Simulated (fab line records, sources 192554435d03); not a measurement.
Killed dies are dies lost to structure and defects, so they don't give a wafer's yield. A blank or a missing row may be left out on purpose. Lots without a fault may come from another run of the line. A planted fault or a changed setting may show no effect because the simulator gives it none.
Which tool did it? | flow n5_finfet | 6 lots, 15 wafers sampled, at 4 steps of a route of 1938

WHAT THE GAUGES READ, wafer by wafer
N5_PASSIVATION_OVL_MEAS_63.
lot  | measured     | on         | PAD_OVL (nm)
L430 | day 14 02:13 | overlay-01 | -15 -5 -17
L433 | day 14 03:03 | overlay-02 | -7 -2
L436 | day 14 14:30 | overlay-01 | -5 6
L441 | day 17 06:29 | overlay-02 | -13 -6 -14
L443 | day 16 23:57 | overlay-02 | -3 2 2
L448 | day 17 19:37 | overlay-01 | -12 -16

WHICH TOOL RAN EACH LOT (tool, then ch and the chambers of the sampled wafers, then the start)
lot  | N5_MOL_CONTACT_COAG_SPUTTER_143 | N5_PASSIVATION_VIA_ETCH_13         | N5_PASSIVATION_PRE_CLEAN_19
L430 | pvd_sputter-02, day 5 10:33     | rie_diel-02 ch 0,2,3, day 14 00:27 | pvd_sputter-03, day 14 01:27
L433 | pvd_sputter-01, day 6 01:38     | rie_diel-02 ch 2,3, day 14 01:19   | pvd_sputter-03, day 14 02:25
L436 | pvd_sputter-01, day 6 17:05     | rie_diel-04 ch 1,2, day 14 11:22   | pvd_sputter-03, day 14 13:53
L441 | pvd_sputter-01, day 8 02:01     | rie_diel-04 ch 1,2,3, day 17 04:50 | pvd_sputter-02, day 17 05:43
L443 | pvd_sputter-01, day 8 18:46     | rie_diel-02 ch 1, day 16 22:32     | pvd_sputter-01, day 16 23:19
L448 | pvd_sputter-03, day 9 20:12     | rie_diel-05 ch 2,3, day 17 18:25   | pvd_sputter-02, day 17 18:58
- N5_MOL_CONTACT_COAG_SPUTTER_143: material Co, target thk 2.5 nm.
- N5_PASSIVATION_VIA_ETCH_13: etches SiO2 in CHF3/O2, target depth 660 nm, time 330 s.
- N5_PASSIVATION_PRE_CLEAN_19

THE ANSWER, worked out from the rows above alone
Rule: what is usual is taken from the lots themselves. Put in order of their means at a reading, lots are off if they are a third of the lots or fewer, leave a main group of 4 or more, and stand apart from it by a gap of 3 or more times the standard deviation of the main group's means; of several such gaps the widest counts. A main group whose means are all the same, to the digits that the tables above print for the reading, isn't used. A lot without any number at a reading at which 4 lots or more have one is off too. The other lots that the step has rows for count as sound.
No lot is off at any reading shown: from this, nothing can be told.

WHAT THE SIMULATOR HAD PUT IN
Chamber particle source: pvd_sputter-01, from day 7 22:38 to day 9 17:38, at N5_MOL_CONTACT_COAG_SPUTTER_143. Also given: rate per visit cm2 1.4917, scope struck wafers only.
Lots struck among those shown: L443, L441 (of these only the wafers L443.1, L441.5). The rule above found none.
